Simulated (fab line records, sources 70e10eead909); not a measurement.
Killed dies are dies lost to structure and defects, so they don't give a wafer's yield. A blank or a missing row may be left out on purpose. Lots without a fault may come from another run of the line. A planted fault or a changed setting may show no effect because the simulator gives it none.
Which tool did it? | flow nand_harc | 6 lots, 18 wafers sampled, at 1 step of a route of 1159

WHAT THE GAUGES READ, wafer by wafer
NHARC_A_CHANNEL_HOLE_D1_CD_MEAS_30.
lot  | measured     | on        | cd_nm (nm)
L372 | day 9 07:48  | cd_sem-02 | 92.8 88.4 91.6
L369 | day 9 11:57  | cd_sem-01 | 90.7 92.4 90.9
L374 | day 10 06:52 | cd_sem-03 | 90.9 92.0 89.0
L381 | day 12 09:07 | cd_sem-03 | 89.7 92.7 88.1
L383 | day 12 22:28 | cd_sem-01 | 93.1 89.6 87.5
L386 | day 13 07:40 | cd_sem-01 | 92.5 90.0 89.7

WHICH TOOL RAN EACH LOT (tool, then ch and the chambers of the sampled wafers, then the start)
The record holds no process step before these readings.

THE ANSWER, worked out from the rows above alone
Rule: what is usual is taken from the lots themselves. Put in order of their means at a reading, lots are off if they are a third of the lots or fewer, leave a main group of 4 or more, and stand apart from it by a gap of 3 or more times the standard deviation of the main group's means; of several such gaps the widest counts. A main group whose means are all the same, to the digits that the tables above print for the reading, isn't used. A lot without any number at a reading at which 4 lots or more have one is off too. The other lots that the step has rows for count as sound.
No lot is off at any reading shown: from this, nothing can be told.

WHAT THE SIMULATOR HAD PUT IN
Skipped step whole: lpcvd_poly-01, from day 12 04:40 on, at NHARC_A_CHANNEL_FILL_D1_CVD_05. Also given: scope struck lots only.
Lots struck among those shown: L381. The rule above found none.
